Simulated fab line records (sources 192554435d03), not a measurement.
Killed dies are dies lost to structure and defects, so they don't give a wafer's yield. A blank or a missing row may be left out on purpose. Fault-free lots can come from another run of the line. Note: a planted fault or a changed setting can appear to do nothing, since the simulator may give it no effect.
fab line records || flow n5-finfet
record {"lots": 4, "wafers": 12, "last-day": 16}
route steps=1938 shown BEOL_M5@1151 PASSIVATION@1936
lots that met no fault: from a run of the same line without faults
start-h: start of the lot's first displayed wafer, in hours after the record's first day || wait-h: time in hours since the lot's previous step || " same as the row above || L1.1+2: one row covering several wafers at once || - no value, or no start was given || * or withheld: withheld || < > ~ a bound
route shown NAME@n: names a module that has steps shown in the file, with the first one's number in the route || usual: mean/standard deviation taken from wafers without a fault || same: alike in all rows || chamber/n: place in a boat || sites: per-site readings || _std_site: the standard deviation of these || _edge_site: the outer-site mean with the inner-site mean subtracted || radius-mm: for every site, how far away it sits from the centre of the wafer || mask NAME#n: copy n || behind: tool/chamber where the wafer was last shaped || hold: cause of the lot's hold/its duration in hours/its outcome || device: names the non-switching transistor (n, p or np) || end of line: the same wafers' tests at the end of the route || a step without rows: its recipe alone || killed: not the wafer's yield, but the dies lost to structure and defects at the first sort || map: a wafer's dies, x killed, . not, _ none there
set.NAME: the setting as run; set.NAME@STEP: as run at that earlier step || model.NAME: the simulator's own value behind a step, which no gauge read
certain route steps with their lots: each step a table, each wafer a row
services: from which hour (start-h, from the record's first day; less than 0 if before it) a tool's chamber was out of use, for how many hours, and why
## steps
# step N5_BEOL_M5_DESCUM_33
# recipe {"chemistry": "O2", "time-s": 7, "source-power-w": 50, "bias-power-w": 20, "pressure-mtorr": 20, "rf-frequency-hz": 2.712e+07, "temp-c": 40, "resist": "CAR-EUV", "o2-flow-sccm": 225}
# step N5_BEOL_M5_ETCH_75
# recipe {"chemistry": "N2/H2", "target": "underlayer", "target-depth-a": 65, "mask-material": "CAR-EUV", "time-s": 5.2, "ion-energy-ev": 200, "pressure-mtorr": 30, "source-w": 840, "bias-w": 150, "n2-flow-sccm": 200, "h2-flow-sccm": 200, "ends": "cleared"}
# step N5_BEOL_M5_ETCH_67
# recipe {"chemistry": "CF4", "target": "SiARC", "target-depth-a": 156, "mask-material": "CAR-EUV", "time-s": 26, "ion-energy-ev": 80, "pressure-mtorr": 40, "source-w": 545, "bias-w": 36, "Ar_flow_sccm": 100, "cf4-flow-sccm": 100, "ends": "cleared"}
# step N5_BEOL_M5_ETCH_68
# recipe {"chemistry": "N2/H2", "target": "SOC", "target-depth-a": 800, "overetch-a": 160, "mask-material": "SiARC", "temp-c": 40, "time-s": 120, "ion-energy-ev": 200, "pressure-mtorr": 30, "source-w": 840, "bias-w": 150, "n2-flow-sccm": 200, "h2-flow-sccm": 200}
# step N5_BEOL_M5_STRIP_69
# recipe {"chemistry": "N2/H2", "temp-c": 40, "n2-flow-sccm": 200, "h2-flow-sccm": 200, "rf-frequency-hz": 6e+07}
# step N5_BEOL_M5_STRIP_76
# recipe {"chemistry": "N2/H2", "temp-c": 40, "n2-flow-sccm": 200, "h2-flow-sccm": 200, "rf-frequency-hz": 6e+07}
# step N5_BEOL_M5_VIA_ETCH_34
# recipe {"chemistry": "C4F6/O2", "target": "SiCOH_lowk", "target-depth-a": 883, "mask-material": "SOC", "taper-deg": 4, "time-s": 39.2, "ion-energy-ev": 250, "pressure-mtorr": 30, "source-w": 345, "bias-w": 185, "Ar_flow_sccm": 300, "C4F6_flow_sccm": 10, "O2_flow_sccm": 10}
# step N5_BEOL_M5_STRIP_85
# recipe {"chemistry": "C4F6/O2", "resist": "SiARC", "rf-frequency-hz": 6e+07}
# step N5_BEOL_M5_STRIP_36
# recipe {"chemistry": "N2/H2", "power-w": 450, "temp-c": 40, "pressure-mtorr": 20, "rf-frequency-hz": 6e+07, "overash-fraction": 0.3, "bias-power-w": 7, "h2-frac": 0.5, "n2-flow-sccm": 200, "h2-flow-sccm": 200}
# step N5_BEOL_M5_TRENCH_ETCH_37
# recipe {"chemistry": "C4F6/O2", "target-depth-a": 716.52, "target": "SiCOH_lowk", "time-s": 24.7, "ion-energy-ev": 250, "pressure-mtorr": 30, "source-w": 345, "bias-w": 185, "Ar_flow_sccm": 300, "C4F6_flow_sccm": 10, "O2_flow_sccm": 10}
# step N5_BEOL_M5_ETCH_41
# recipe {"chemistry": "CH3F/O2", "target": "SiCN", "target-depth-a": 315, "taper-deg": 2, "time-s": 56.7, "ion-energy-ev": 120, "mask-material": "TiN", "pressure-mtorr": 30, "source-w": 395, "bias-w": 75, "Ar_flow_sccm": 150, "CH3F_flow_sccm": 30, "O2_flow_sccm": 20}
# usual {"bias-w": "75.02/0.22", "chamber-pressure-mTorr": "30.00/0.033", "drypump-motor-current-A": "5.7/0.44", "oes-product-au": "0.77/0.088", "rf-fwd-power-W": "391.3/1.7", "rf-vpp-V": "297.9/1.6", "showerhead-plenum-p-Torr": "2.02/0.069", "throttle-valve-pct": "16.40/0.22"}
{"lot.wafer": "L236.1", "tool": "rie-diel-01", "chamber": 1, "start-h": 176.12, "wait-h": "-", "bias-w": 75.31, "chamber-pressure-mTorr": 30.02, "drypump-motor-current-A": 6.4, "oes-product-au": 0.76, "rf-fwd-power-W": 391.4, "rf-hours-counter-h": 159, "rf-vpp-V": 297.1, "showerhead-plenum-p-Torr": 1.99, "throttle-valve-pct": 16.45}
{"lot.wafer": "L236.4", "tool": "rie-diel-01", "chamber": 3, "start-h": 176.12, "wait-h": "-", "bias-w": 75.30, "chamber-pressure-mTorr": 30.03, "drypump-motor-current-A": 5.9, "oes-product-au": 0.69, "rf-fwd-power-W": 392.0, "rf-hours-counter-h": 227, "rf-vpp-V": 298.0, "showerhead-plenum-p-Torr": 1.98, "throttle-valve-pct": 16.34}
{"lot.wafer": "L236.5", "tool": "rie-diel-01", "chamber": 2, "start-h": 176.12, "wait-h": "-", "bias-w": 75.08, "chamber-pressure-mTorr": 30.01, "drypump-motor-current-A": 5.1, "oes-product-au": 0.76, "rf-fwd-power-W": 391.0, "rf-hours-counter-h": "-", "rf-vpp-V": 298.6, "showerhead-plenum-p-Torr": 2.11, "throttle-valve-pct": 16.47}
{"lot.wafer": "L246.3", "tool": "rie-diel-04", "chamber": 1, "start-h": 242.53, "wait-h": "-", "bias-w": 75.76, "chamber-pressure-mTorr": 30.02, "drypump-motor-current-A": 5.4, "oes-product-au": 0.69, "rf-fwd-power-W": 390.4, "rf-hours-counter-h": 241, "rf-vpp-V": 300.1, "showerhead-plenum-p-Torr": 2.04, "throttle-valve-pct": 16.75}
{"lot.wafer": "L246.5", "tool": "rie-diel-04", "chamber": 1, "start-h": 242.53, "wait-h": "-", "bias-w": 75.07, "chamber-pressure-mTorr": 30.00, "drypump-motor-current-A": 5.4, "oes-product-au": 0.69, "rf-fwd-power-W": 389.5, "rf-hours-counter-h": "-", "rf-vpp-V": 297.1, "showerhead-plenum-p-Torr": 2.04, "throttle-valve-pct": 16.77}
{"lot.wafer": "L246.6", "tool": "rie-diel-04", "chamber": 0, "start-h": 242.53, "wait-h": "-", "bias-w": 75.23, "chamber-pressure-mTorr": 29.99, "drypump-motor-current-A": 5.3, "oes-product-au": 0.75, "rf-fwd-power-W": 388.4, "rf-hours-counter-h": "-", "rf-vpp-V": 299.4, "showerhead-plenum-p-Torr": 2.08, "throttle-valve-pct": 16.47}
{"lot.wafer": "L252.3", "tool": "rie-diel-04", "chamber": 2, "start-h": 273.88, "wait-h": "-", "bias-w": 75.30, "chamber-pressure-mTorr": 30.03, "drypump-motor-current-A": 5.9, "oes-product-au": 0.82, "rf-fwd-power-W": 391.3, "rf-hours-counter-h": 82, "rf-vpp-V": 296.7, "showerhead-plenum-p-Torr": 2.02, "throttle-valve-pct": 16.18}
{"lot.wafer": "L252.4", "tool": "rie-diel-04", "chamber": 3, "start-h": 273.88, "wait-h": "-", "bias-w": 74.76, "chamber-pressure-mTorr": 29.99, "drypump-motor-current-A": 6.0, "oes-product-au": 0.97, "rf-fwd-power-W": 392.1, "rf-hours-counter-h": "-", "rf-vpp-V": 299.4, "showerhead-plenum-p-Torr": 2.05, "throttle-valve-pct": 15.89}
{"lot.wafer": "L252.5", "tool": "rie-diel-04", "chamber": 0, "start-h": 273.88, "wait-h": "-", "bias-w": 75.40, "chamber-pressure-mTorr": 29.99, "drypump-motor-current-A": 5.3, "oes-product-au": 0.74, "rf-fwd-power-W": 388.4, "rf-hours-counter-h": "-", "rf-vpp-V": 299.3, "showerhead-plenum-p-Torr": 2.07, "throttle-valve-pct": 16.50}
{"lot.wafer": "L254.3", "tool": "rie-diel-04", "chamber": 0, "start-h": 289.73, "wait-h": "-", "bias-w": 74.94, "chamber-pressure-mTorr": 30.00, "drypump-motor-current-A": 5.3, "oes-product-au": 0.72, "rf-fwd-power-W": 390.6, "rf-hours-counter-h": 210, "rf-vpp-V": 298.8, "showerhead-plenum-p-Torr": 2.07, "throttle-valve-pct": 16.50}
{"lot.wafer": "L254.4", "tool": "rie-diel-04", "chamber": 2, "start-h": 289.73, "wait-h": "-", "bias-w": 74.92, "chamber-pressure-mTorr": 30.00, "drypump-motor-current-A": 5.9, "oes-product-au": 0.80, "rf-fwd-power-W": 390.8, "rf-hours-counter-h": "-", "rf-vpp-V": 298.9, "showerhead-plenum-p-Torr": 2.02, "throttle-valve-pct": 16.19}
{"lot.wafer": "L254.5", "tool": "rie-diel-04", "chamber": 0, "start-h": 289.73, "wait-h": "-", "bias-w": 75.06, "chamber-pressure-mTorr": 30.01, "drypump-motor-current-A": 5.3, "oes-product-au": 0.71, "rf-fwd-power-W": 389.1, "rf-hours-counter-h": "-", "rf-vpp-V": 299.4, "showerhead-plenum-p-Torr": 2.07, "throttle-valve-pct": 16.52}
# step N5_BEOL_M5_STRIP_91
# recipe {"chemistry": "N2/H2", "time-s": 10, "power-w": 450, "temp-c": 40, "pressure-mtorr": 20, "rf-frequency-hz": 6e+07, "bias-power-w": 7, "n2-flow-sccm": 200, "h2-flow-sccm": 200}
# step N5_BEOL_M5_HM_STRIP_39
# recipe {"chemistry": "peroxide-tin-strip", "material": "TiN", "target-depth-a": 250, "temp-c": 50, "time-s": 158}
# step N5_BEOL_M5_SRD_40
# recipe {"time-s": 30, "temp-c": 23, "rinse-liquid": "diw", "dry": "ipa-marangoni"}
# step N5_BEOL_M5_PRECLEAN_42
# recipe {"chemistry": "residue-remover", "time-s": 60, "temp-c": 40}
# step N5_BEOL_M5_SRD_43
# recipe {"time-s": 30, "temp-c": 23, "rinse-liquid": "diw", "dry": "ipa-marangoni"}
# step N5_BEOL_M5_CURE_80
# recipe {"temp-c": 370, "time-s": 120, "ambient": "DMADMS/He", "material": "SiCOH_lowk"}
# step N5_BEOL_M5_DEGAS_44
# recipe {"ambient": "vacuum", "temp-c": 250, "time-s": 60}
# step N5_BEOL_M5_PRE_CLEAN_45
# recipe {"gas": "H2/He", "time-s": 30, "temp-c": 250}
# step N5_BEOL_M5_ALD_86
# recipe {"material": "TaN", "target-thk-a": "*", "temp-c": 275, "ald-precursor-family": "PDMAT", "ald-co-reactant": "NH3", "pressure-torr": 3, "carrier-flow-sccm": 1500, "pulse-time-s": 2, "purge-time-s": 3, "co-reactant-purge-time-s": 2, "co-reactant-pulse-time-s": 3, "ald-cycles": 30, "precursor-vessel-temp-c": 75, "precursor-vessel-pressure-torr": 26.25, "precursor-vessel-carrier-sccm": 1000}
# step N5_BEOL_M5_SURFACE_TREAT_87
# recipe {"gas": "Ar", "time-s": "*", "ion-energy-ev": "*", "ion-current-ma-cm2": 0.5, "pressure-mtorr": "*", "ar-flow-sccm": 30}
# step N5_BEOL_M5_CVD_47
# recipe {"material": "Co", "target-thk-a": 30, "temp-c": "withheld", "precursor": "CCTBA/H2", "pressure-torr": 30, "time-s": 216}
# step N5_BEOL_M5_SPUTTER_48
# recipe {"material": "Cu", "target-thk-a": 150, "temp-c": -20, "chamber-pressure-pa": 0.07, "power-w": "withheld", "time-s": 27.62}
# step N5_BEOL_M5_ANNEAL_49
# recipe {"temp-c": 400, "time-s": 1800, "ambient": "vacuum"}
# step N5_BEOL_M5_SPUTTER_81
# recipe {"material": "Cu", "target-thk-a": 150, "temp-c": -20, "chamber-pressure-pa": 0.07, "power-w": "withheld", "time-s": 27.62}
# step N5_BEOL_M5_ANNEAL_82
# recipe {"temp-c": 400, "time-s": 1800, "ambient": "vacuum"}
# step N5_BEOL_M5_SPUTTER_83
# recipe {"material": "Cu", "target-thk-a": 150, "temp-c": -20, "chamber-pressure-pa": 0.07, "power-w": "withheld", "time-s": 27.62}
# step N5_BEOL_M5_ANNEAL_84
# recipe {"temp-c": 400, "time-s": 1800, "ambient": "vacuum"}
# step N5_BEOL_M5_SPUTTER_88
# recipe {"material": "Cu", "target-thk-a": 150, "temp-c": -20, "chamber-pressure-pa": 0.07, "power-w": "withheld", "time-s": 27.62}
# step N5_BEOL_M5_ANNEAL_89
# recipe {"temp-c": 400, "time-s": 1800, "ambient": "vacuum"}
# step N5_BEOL_M5_SPUTTER_90
# recipe {"material": "Cu", "target-thk-a": 45, "temp-c": -20, "chamber-pressure-pa": 0.07, "power-w": "withheld", "time-s": 8.29}
# step N5_BEOL_M5_ECD_50
# recipe {"material": "Cu", "target-thk-a": 3000}
# step N5_BEOL_M5_ANNEAL_51
# recipe {"temp-c": 225, "time-s": 90, "ambient": "N2"}
# step N5_BEOL_M5_CMP_52
# recipe {"stop-on": "SiCOH_lowk", "t-overpolish-s": 6.9, "down-force-psi": 1, "platen-rpm": 50, "clearing-platen-down-force-psi": 1.5, "clearing-platen-rpm": 50, "post-cmp-clean": "cu-alkaline", "target-thk-nm": 62, "clearing-platen-pad-velocity-m-s": 0.99484, "pad-velocity-m-s": 0.99484}
# step N5_BEOL_M5_PRE_CLEAN_77
# recipe {"gas": "NH3/H2", "time-s": 15, "temp-c": "*", "rf-power-w": 300}
# step N5_BEOL_M5_CO_CAP_78
# recipe {"material": "Co", "target-thk-a": 20, "temp-c": 200, "precursor": "CCTBA/H2", "pressure-torr": 30, "time-s": 102.1}
# step N5_BEOL_M5_PRE_CLEAN_55
# recipe {"gas": "NH3", "time-s": 15, "temp-c": "withheld", "rf-power-w": 300}
# step N5_PASSIVATION_PROBE_49
# usual {"defect-limited-yield": "91.3/1.3", "killed_at_M0_to_M3": "35/9.3", "killed_at_M4_up": "14/5.2", "killed-at-contacts": "12/5.9", "killed-at-front-end": "38/11", "killed-at-other": "4/3.7", "killed-dies": "103/15", "killed-on-rim": "14/4", "killed-open": "67/12", "killed-short": "34/8", "sort_bin_5_function": "5.1/0.88", "sort_bin_6_memory": "3.3/0.65", "sort-n-pass": "1077/15", "sort-yield-pct": "91.3/1.3"}
# same {"gross-dies": 1180, "killed-at-back-side": 0, "sort_bin_4_leakage[%]": 0, "sort_bin_8_speed[%]": 0}
{"lot.wafer": "L252.3", "tool": "prober-02", "chamber": "-", "start-h": 382.68, "wait-h": 0.1, "defect-limited-yield[%]": 86.5, "killed_at_M0_to_M3": 28, "killed_at_M4_up": 94, "killed-at-contacts": 6, "killed-at-front-end": 28, "killed-at-other": 3, "killed-dies": 159, "killed-on-rim": 20, "killed-open": 43, "killed-short": 25, "sort_bin_5_function[%]": 8.4, "sort_bin_6_memory[%]": 3.1, "sort-n-pass": 1021, "sort-yield-pct[%]": 86.5}
{"lot.wafer": "L254.4", "tool": "prober-02", "chamber": "-", "start-h": 394.47, "wait-h": 0.2, "defect-limited-yield[%]": 83.5, "killed_at_M0_to_M3": 26, "killed_at_M4_up": 110, "killed-at-contacts": 9, "killed-at-front-end": 43, "killed-at-other": 7, "killed-dies": 195, "killed-on-rim": 29, "killed-open": 67, "killed-short": 26, "sort_bin_5_function[%]": 10.0, "sort_bin_6_memory[%]": 4.1, "sort-n-pass": 985, "sort-yield-pct[%]": 83.5}
# killed by level:class
L252.3 BEOL_M5:unspecified=88 STI_FIN_REVEAL:geometric-particle:open=9 BEOL_M0_SAQP:geometric-particle:open=8 BEOL_M0_SAQP:geometric-particle:short=7 BEOL_M0:geometric-particle:short=5 FIN_SAQP:geometric-particle:short=4 MOL_CONTACT_COAG:geometric-particle:open=4 BEOL_M2:geometric-particle:open=4
L254.4 BEOL_M5:unspecified=96 DUMMY_GATE:geometric-particle:open=11 STI_FIN_REVEAL:geometric-particle:open=9 MOL_CONTACT_COAG:geometric-particle:open=8 BEOL_M2:geometric-particle:open=7 DUMMY_GATE:geometric-particle:short=4 BEOL_M4:geometric-particle:open=4 BEOL_M3:geometric-particle:open=4
# map L252.3 (x killed, . not)
_________________.......x.x..________________
______________........x.x......._____________
___________....................x...__________
__________.....................x...._________
________...............x....x..x..x.xx_______
_______.........................x.x.xxx______
______....................x......xxxxxxx_____
_____...................x....x..x.xxxxxxx____
____......x.....................xxxxxxxxxx___
___.........x....................xxxxxxxxxx__
___..x.....................x.....xxxxxxxxxx__
__..............x....x..........xxxxxxxxxxx._
__...........x..............x..x.xxxxxxxxxxx_
_........xxx..x..x................xxxxxxxx...
_..x..x..................x..........xx.x.x...
_...x.................x..................x...
_..............x.......................x.....
_.....x....x..........x...................x..
_............................x...............
_..................................x.........
_.............x....x.....................x...
__......x........x.........................._
__.x......x..................x.............._
___.......x................x.........x.....__
___......x.....x..x......x..x..............__
____.............................x....x...___
_____..x...x...............x...........x.____
______.......x......................x..._____
_______................x...............______
________.........x....xx.......x......_______
__________.........x.......x.x......_________
___________........................__________
______________.................._____________
_________________............________________
# map L254.4 (x killed, . not)
_________________....x.......________________
______________.........x........_____________
___________........................__________
__________...x.....x...x.....x.....x_________
________........................xx.xxx_______
_______.x..x......x.x.....x.....xxxxxxx______
______................x........xxxxxxxxx_____
_____.........................x.xxxxxxxxx____
____....x..x.....................xxxxxxxxx___
___x.....x.............x......xx.xxxxxxxxxx__
___...........x....x............xxxxxxxxxxx__
__.......x................x.xx.xxxxxxxxxxxxx_
__...............xx..............xxxxxxxxxxx_
_.........x........x.....x.......x.xxxxxxx.x.
_xx....x......................x....x.xxxxxx..
_....x.x....................x.x.........x....
_................x..................x........
_..x.............x..........xx..x...x........
_....x..................................x..x.
_....x..x.........xx.......x.x..x............
_.x..........................................
__.........................................._
__..x.........................x..x.x.....x.._
___............x..................x........__
___...........x.......................x....__
____.............x....x....x.........x....___
_____xx............x...x..........x......____
______.......x................x........._____
_______........x........xx...xx........______
________x..x....x......x.....x........_______
__________...............x.........._________
___________..x.........x...........__________
______________.......x.........._____________
_________________.......x....________________
## services
{"tool": "rie-diel-01", "chamber": 2, "start-h": 244.51, "hours": 16.5, "kind": "repair"}
{"tool": "rie-diel-04", "chamber": 3, "start-h": 251.21, "hours": "-", "kind": "clean"}
{"tool": "rie-diel-04", "chamber": 3, "start-h": 251.21, "hours": "-", "kind": "consumable-replace:focus-ring"}
{"tool": "rie-diel-04", "chamber": 3, "start-h": 251.21, "hours": 22.0, "kind": "scheduled-down"}
{"tool": "rie-diel-04", "chamber": 3, "start-h": 251.21, "hours": 22.0, "kind": "vent-cycle"}
{"tool": "rie-diel-01", "chamber": 3, "start-h": 261.45, "hours": "-", "kind": "clean"}
{"tool": "rie-diel-01", "chamber": 3, "start-h": 261.45, "hours": "-", "kind": "consumable-replace:focus-ring"}
{"tool": "rie-diel-01", "chamber": 3, "start-h": 261.45, "hours": 23.1, "kind": "scheduled-down"}
{"tool": "rie-diel-01", "chamber": 3, "start-h": 261.45, "hours": 23.1, "kind": "vent-cycle"}
{"tool": "rie-diel-04", "chamber": 1, "start-h": 273.24, "hours": "-", "kind": "clean"}
{"tool": "rie-diel-04", "chamber": 1, "start-h": 273.24, "hours": "-", "kind": "consumable-replace:focus-ring"}
{"tool": "rie-diel-04", "chamber": 1, "start-h": 273.24, "hours": 28.3, "kind": "scheduled-down"}
{"tool": "rie-diel-04", "chamber": 1, "start-h": 273.24, "hours": 28.3, "kind": "vent-cycle"}
{"tool": "rie-diel-01", "chamber": 1, "start-h": 288.75, "hours": 1.8, "kind": "repair"}
## key
first-sign {"step": "N5_PASSIVATION_PROBE_49", "reading": "killed_at_M4_up", "direction": "up", "sigmas": 17, "usual": 14, "struck": 102}
effect {"step": "N5_PASSIVATION_PROBE_49", "reading": "killed-dies", "direction": "up", "sigmas": 4.8, "usual": 103, "struck": 177}
more-kills-born-at {"N5_BEOL_M5_ETCH_41@rie-diel-04": 184}
met-at N5_BEOL_M5_ETCH_41
struck-wafers L252.3,L254.4
fault {"kind": "chamber-particle-source", "tool": "rie-diel-04", "chamber": 2, "onset-h": 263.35, "steps": "N5_BEOL_M5_ETCH_41", "rate-per-visit-cm2": 0.96861, "end-h": 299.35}
